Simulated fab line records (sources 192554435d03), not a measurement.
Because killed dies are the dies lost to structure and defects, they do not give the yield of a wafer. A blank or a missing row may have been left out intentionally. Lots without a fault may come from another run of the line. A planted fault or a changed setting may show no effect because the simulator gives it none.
Comparing a struck lot with a sound one / flow n5-finfet / 15 out of 1938 route steps
Sound: wafers L818.3, L818.4, L818.5. Struck: wafer L820.4 (left out: L820.1, a lot-mate that was not struck); the cause follows at the end.
Per side, at each step with rows, come the tool, then ch with its chambers, and then its first start. Under that, the readings that differ: sound wafers / struck wafers / difference of the means / sigmas: that difference in standard deviations of wafers without a fault.
alike: words and numbers the same on both sides, and readings whose means are apart by under 2 such deviations; not compared: readings that were withheld, readings missing a value for some wafer, numbers with overlapping values and no deviation given by the record, and bounds like >300 which may hide the same value.
The two part at a step that has a row with sigmas, a row that says differs or no value, or rows on one side only. Numbers that don't overlap but have no deviation are shown without sigmas and don't part them. Lack of a reading on every wafer of one side parts them only where that side has two or more wafers.

N5_BEOL_M11_VIA_ETCH_34: etches SiCOH lowk in C4F6/O2, target depth 184.5 nm, time 69.2 s.
  sound on rie-diel-01 ch 1,2,3, day 14 00:36; struck on rie-diel-03 ch 2, day 14 17:39
reading=O2_flow_sccm (sccm); sound=9.955 9.978 9.961; struck=10.037; difference=+0.072; sigmas=+3
  alike: C4F6_flow_sccm, drypump-motor-current-A, oes_f_703_au, oes-product-au, rf-vpp-V, showerhead-plenum-p-Torr, throttle-valve-pct
  not compared: rf-hours-counter-h
then, 1 step without rows for these wafers: N5_BEOL_M11_STRIP_73 (strips in C4F6/O2).
N5_BEOL_M11_STRIP_36: strips in N2/H2.
  sound on rie-diel-01 ch 1,2,3, day 14 00:40; struck on rie-diel-03 ch 2, day 14 17:43
  alike: drypump-motor-current-A, oes-product-au, rf-vpp-V, showerhead-plenum-p-Torr, throttle-valve-pct
  not compared: rf-hours-counter-h
N5_BEOL_M11_TRENCH_ETCH_37: etches SiCOH lowk in C4F6/O2, target depth 148.83 nm, time 48 s.
  sound: rie-diel-01 ch 1,2,3; struck: rie-diel-03 ch 2
  alike: C4F6_flow_sccm, O2_flow_sccm, drypump-motor-current-A, oes_f_703_au, oes-product-au, rf-vpp-V, showerhead-plenum-p-Torr, throttle-valve-pct
  not compared: rf-hours-counter-h
N5_BEOL_M11_ETCH_41: etches SiCN in CH3F/O2, target depth 42.6 nm, time 86 s.
  sound: rie-diel-01 ch 1,2,3; struck: rie-diel-03 ch 2
  alike: O2_flow_sccm, drypump-motor-current-A, oes-product-au, rf-vpp-V, showerhead-plenum-p-Torr, throttle-valve-pct
  not compared: rf-hours-counter-h
then, 1 step without rows for these wafers: N5_BEOL_M11_STRIP_77 (strips in N2/H2, time 10 s).
N5_BEOL_M11_OCD_MEAS_38:
  sound on ocd-02 at day 14 00:53; struck on ocd-01 at day 14 17:56
  alike: trench-depth-nm
then, 4 steps without rows for these wafers: N5_BEOL_M11_HM_STRIP_39 (strips TiN in peroxide tin strip, target depth 25 nm, time 158 s); N5_BEOL_M11_SRD_40 (time 30 s); N5_BEOL_M11_PRECLEAN_42 (cleans in residue remover, time 60 s); N5_BEOL_M11_SRD_43 (time 30 s).
N5_BEOL_M11_CD_MEAS_35: target cd 70 nm.
  sound on cd-sem-01 at day 14 01:02; struck on cd-sem-02 at day 14 18:06
  alike: cd-nm
N5_BEOL_M11_CURE_72: cures SiCOH lowk, time 120 s.
  sound on uv-cure-02 ch 0, day 14 01:10; struck on uv-cure-01 ch 2, day 14 18:08
reading=run-length-s (s); sound=177.9 177.7 177.8; struck=184.9; difference=+7.1; sigmas=+11
  alike: lamp-power-pct, wafer_temp_C_max
N5_BEOL_M11_DEGAS_44: time 60 s.
  sound on pvd-sputter-01 at day 14 01:29; struck on pvd-sputter-01 at day 14 18:31
  alike: heater-power-w
N5_PASSIVATION_PROBE_49:
  sound on prober-02 at day 15 21:58; struck on prober-02 at day 16 13:01
reading=defect-limited-yield (%); sound=89.3 90.4 89.6; struck=93.6; difference=+3.8; sigmas=+3
reading=killed_at_M0_to_M3; sound=56 39 40; struck=17; difference=-28; sigmas=-3
reading=killed-dies; sound=126 113 123; struck=75; difference=-46; sigmas=-3
reading=killed-on-rim; sound=20 16 15; struck=7; difference=-10; sigmas=-3
reading=killed-open; sound=88 83 87; struck=50; difference=-36; sigmas=-3
reading=sort_bin_5_function (%); sound=6.3 5.5 6.4; struck=3.4; difference=-2.7; sigmas=-3
reading=sort_bin_6_memory (%); sound=4.2 3.9 3.8; struck=2.5; difference=-1.5; sigmas=-2
reading=sort-n-pass; sound=1054 1067 1057; struck=1105; difference=+46; sigmas=+3
reading=sort-yield-pct (%); sound=89.3 90.4 89.6; struck=93.6; difference=+3.8; sigmas=+3
  alike: killed_at_M4_up, killed-at-contacts, killed-at-front-end, killed-at-other, killed-short

== WHERE THEY PART ==
First at N5_BEOL_M11_VIA_ETCH_34; last, within this record, at N5_PASSIVATION_PROBE_49.

WHY: what had been put in by the simulator
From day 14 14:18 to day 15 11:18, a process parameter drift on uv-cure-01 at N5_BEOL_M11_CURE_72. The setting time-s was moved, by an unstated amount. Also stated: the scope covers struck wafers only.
